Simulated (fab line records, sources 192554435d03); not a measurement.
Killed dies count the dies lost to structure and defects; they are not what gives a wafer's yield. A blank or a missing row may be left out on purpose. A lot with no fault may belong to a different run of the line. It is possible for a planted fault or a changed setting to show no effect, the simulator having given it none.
A lot that was struck, set against a sound lot | flow n5_finfet | 13 out of 1938 route steps
Sound: these wafers, L103.1, L103.5, L103.6. Struck: wafers L109.2, L109.6 (left out: L109.3, a lot-mate that was not struck); the cause follows at the end.
For every step that has rows: the tool of each side, followed by ch and its chambers, followed by its first start. Under that, the readings that differ: sound wafers | struck wafers | difference of the means | sigmas: that difference in standard deviations of wafers without a fault.
alike: readings with means less than 2 such deviations apart, plus words and numbers identical on both sides. not compared: withheld readings, readings lacking a value on some wafer, bounds such as >300 that could conceal the same value, and numbers that have no deviation in the record and whose values overlap.
Wherever a step has rows on one side only, a row that says differs or no value, or a row with sigmas, the two part there. Numbers that don't overlap but have no deviation are shown without sigmas and don't part them. A reading that every wafer of one side lacks parts them only if that side has two wafers or more.

first, 9 steps without rows for these wafers: N5_SDB_DESCUM_16 (chemistry O2, time 7.9 s); N5_SDB_ETCH_17 (etches SiARC in CF4, target depth 23.4 nm, time 39 s); N5_SDB_ETCH_18 (etches SOC in N2/H2, target depth 100 nm, overetch 20 nm, time 150 s); N5_SDB_STRIP_19 (strips in N2/H2); N5_SDB_STRIP_21 (strips in CF4); N5_SDB_HM_OPEN_20 (chemistry CH3F/O2, target SiNx, stops on poly-Si, target depth 24 nm); N5_SDB_STRIP_22 (strips in N2/H2); N5_SDB_PRECLEAN_23 (cleans in dHF, time 30 s); N5_SDB_DUMMY_REMOVE_24 (chemistry TMAH, target poly-Si, stops on SiO2, target depth 142 nm, time 57 s, rinse time 30 s).
N5_SDB_ETCH_25: etches SiO2 in C4F6/O2, target depth 10 nm, time 3.3 s.
  sound on rie_diel-03 ch 0,1, day 4 07:20; struck on rie_diel-03 ch 0,2, day 5 20:44
  reading                  | sound            | struck      | difference | sigmas
  model.etch.depth_nm (nm) | 10.19 10.1 9.877 | 8.278 8.171 | -1.831     |
  alike: drypump_motor_current_A, oes_ar_750_au, oes_f_703_au, oes_o_777_au, oes_product_au, rf_vpp_V, showerhead_plenum_p_Torr, throttle_valve_pct
  not compared: rf_hours_counter_h
then, 1 step without rows for these wafers: N5_SDB_CUT_ETCH_26 (etches Si in HBr/Cl2/O2, target depth 129.6 nm, bt time 20 s, time 51.8 s).
-- the record jumps here: 4 days lie between the struck wafers' starts before and after (it left off in module SDB and takes up again in module BEOL_M4, whose first step shown is number 1111 of the route) --
N5_BEOL_M4_RC_MEAS_101:
  sound on prober-02 ch 0, day 8 05:14; struck on prober-01 ch 0, day 10 06:04
  alike: DIBL_N, DIBL_P, IOFF_N, IOFF_P, ION_N, ION_P, SS_N, SS_P, VT_N, VT_P
-- the record jumps here: 5 days lie between the struck wafers' starts before and after (it left off in module BEOL_M4 and takes up again in module PASSIVATION, whose first step shown is number 1936 of the route) --
N5_PASSIVATION_PROBE_49:
  the record has rows for the struck wafers here (prober-01, day 15 07:57) and none for the sound ones

== WHERE THEY PART ==
At N5_PASSIVATION_PROBE_49 and nowhere else, as far as this record goes.

WHY: what the simulator had put in
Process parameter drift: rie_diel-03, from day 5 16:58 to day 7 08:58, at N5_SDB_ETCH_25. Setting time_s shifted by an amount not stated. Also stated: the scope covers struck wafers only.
